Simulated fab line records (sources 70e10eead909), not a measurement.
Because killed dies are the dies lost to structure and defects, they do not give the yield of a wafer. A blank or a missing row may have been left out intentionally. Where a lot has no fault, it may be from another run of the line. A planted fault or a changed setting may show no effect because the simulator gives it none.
Chamber matching | flow nand-harc | rie-diel-01 running NHARC_A_STAIRCASE_ETCHBACK_157: 4 sister chambers
The step etches the open film in CH3F/O2, target depth 90 nm, time 167.14 s. 14 wafers are shown with their chamber, then 7 later ones without.

== WAFERS, EACH WITH ITS CHAMBER ==
wafer  | chamber | showerhead-plenum-p-Torr (Torr) | drypump-motor-current-A (A) | rf-vpp-V (V)
L078.1 | 1       | 2.53                            | 5.6                         | 244.5
L078.3 | 2       | 2.40                            | 5.9                         | 243.5
L078.6 | 2       | 2.40                            | 5.9                         | 244.8
L079.3 | 3       | 2.31                            | 6.3                         | 243.2
L079.4 | 0       | 2.48                            | 5.9                         | 244.6
L079.5 | 2       | 2.40                            | 5.9                         | 243.9
L077.4 | 1       | 2.53                            | 5.7                         | 245.5
L077.5 | 0       | 2.48                            | 5.9                         | 245.5
L077.6 | 3       | 2.31                            | 6.4                         | 243.0
L083.1 | 2       | 2.40                            | 5.9                         | 244.3
L083.2 | 0       | 2.47                            | 6.0                         | 244.0
L083.6 | 3       | 2.30                            | 6.3                         | 241.5
L092.1 | 1       | 2.52                            | 5.7                         | 244.7
L092.2 | 2       | 2.39                            | 5.9                         | 243.4

SIGNATURES (means of the wafers above)
reading                  | chamber 0 | chamber 1 | chamber 2 | chamber 3 | scatter within a chamber
showerhead-plenum-p-Torr | 2.4767    | 2.5267    | 2.3980    | 2.3067    | 0.00529
drypump-motor-current-A  | 5.933     | 5.667     | 5.900     | 6.333     | 0.0447
rf-vpp-V                 | 244.700   | 244.900   | 243.980   | 242.567   | 0.691
Rule: a wafer lies at a distance from a chamber equal to the root of the sum of squares, over the readings, of (its reading less the chamber's mean, divided by the reading's scatter). The wafer belongs to the nearest chamber; if the next one is less than 2 further off, it can't be placed. How the scatter is found: for the shown wafers, subtract from each reading the mean of its chamber, square and add these, divide the total by (wafers less chambers), then take the root.

== WAFERS WITHOUT THEIR CHAMBER ==
wafer  | showerhead-plenum-p-Torr (Torr) | drypump-motor-current-A (A) | rf-vpp-V (V)
L092.5 | 2.47                            | 5.9                         | 242.9
L091.2 | 2.29                            | 6.3                         | 243.1
L091.5 | 2.46                            | 5.9                         | 245.6
L091.6 | 2.51                            | 5.7                         | 244.6
L096.1 | 2.29                            | 6.3                         | 241.3
L096.2 | 2.39                            | 6.0                         | 243.0
L096.5 | 2.39                            | 5.9                         | 243.1

== WHICH CHAMBER EACH WENT THROUGH ==
wafer  | from the rows above | in truth
L092.5 | 0                   | 0
L091.2 | 3                   | 3
L091.5 | 0                   | 0
L091.6 | 1                   | 1
L096.1 | 3                   | 3
L096.2 | 2                   | 2
L096.5 | 2                   | 2
Correct placement for 7 of the 7. From these rows, 0 cannot be placed. 0 placed wrongly.
